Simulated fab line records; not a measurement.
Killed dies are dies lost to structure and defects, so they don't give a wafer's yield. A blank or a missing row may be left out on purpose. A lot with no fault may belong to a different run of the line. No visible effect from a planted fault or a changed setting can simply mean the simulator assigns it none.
Matching of chambers :: flow nand-harc :: pecvd-03 running NHARC_A_M0_DEP_32: 3 sister chambers
The step deposits SiCN, target thk 30 nm. 6 wafers are shown with their chamber, then 8 later ones without.

== EACH WAFER AND ITS CHAMBER ==
wafer: L864.5
chamber: 2
heater-power-w (W): 439

wafer: L866.5
chamber: 0
heater-power-w (W): 550

wafer: L871.4
chamber: 2
heater-power-w (W): 382

wafer: L871.5
chamber: 1
heater-power-w (W): 534

wafer: L871.6
chamber: 0
heater-power-w (W): 529

wafer: L872.1
chamber: 1
heater-power-w (W): 530

== WAFERS WITH NO CHAMBER GIVEN ==
wafer: L872.3
heater-power-w (W): 396

wafer: L872.5
heater-power-w (W): 571

wafer: L874.2
heater-power-w (W): 523

wafer: L874.3
heater-power-w (W): 516

wafer: L874.5
heater-power-w (W): 376

wafer: L873.2
heater-power-w (W): 561

wafer: L873.5
heater-power-w (W): 389

wafer: L873.6
heater-power-w (W): 558

== WHICH CHAMBER EACH WENT THROUGH ==
wafer: L872.3
from the rows above: 2
in truth: 2

wafer: L872.5
from the rows above: can't be placed: 0 or 1
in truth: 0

wafer: L874.2
from the rows above: can't be placed: 1 or 0
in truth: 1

wafer: L874.3
from the rows above: can't be placed: 1 or 0
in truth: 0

wafer: L874.5
from the rows above: 2
in truth: 2

wafer: L873.2
from the rows above: can't be placed: 0 or 1
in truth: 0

wafer: L873.5
from the rows above: 2
in truth: 2

wafer: L873.6
from the rows above: can't be placed: 0 or 1
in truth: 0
Correct placement for 3 of the 8. From these rows, 5 cannot be placed; in 5 the true chamber is one of the candidates. Wrongly placed: 0.
How it was worked out, from the rows above alone: a wafer's distance from a chamber is the root of the sum, over the readings, of the square of ((its reading less the chamber's mean) divided by the reading's scatter). If the next closest chamber is less than 2 further off than the closest, the wafer can't be placed; otherwise it belongs to the closest. For every chamber, the mean is computed from those of its wafers that are shown. The scatter: take each reading less its chamber's mean, square it, sum over the shown wafers, divide by the number of wafers less the number of chambers, and take the root.
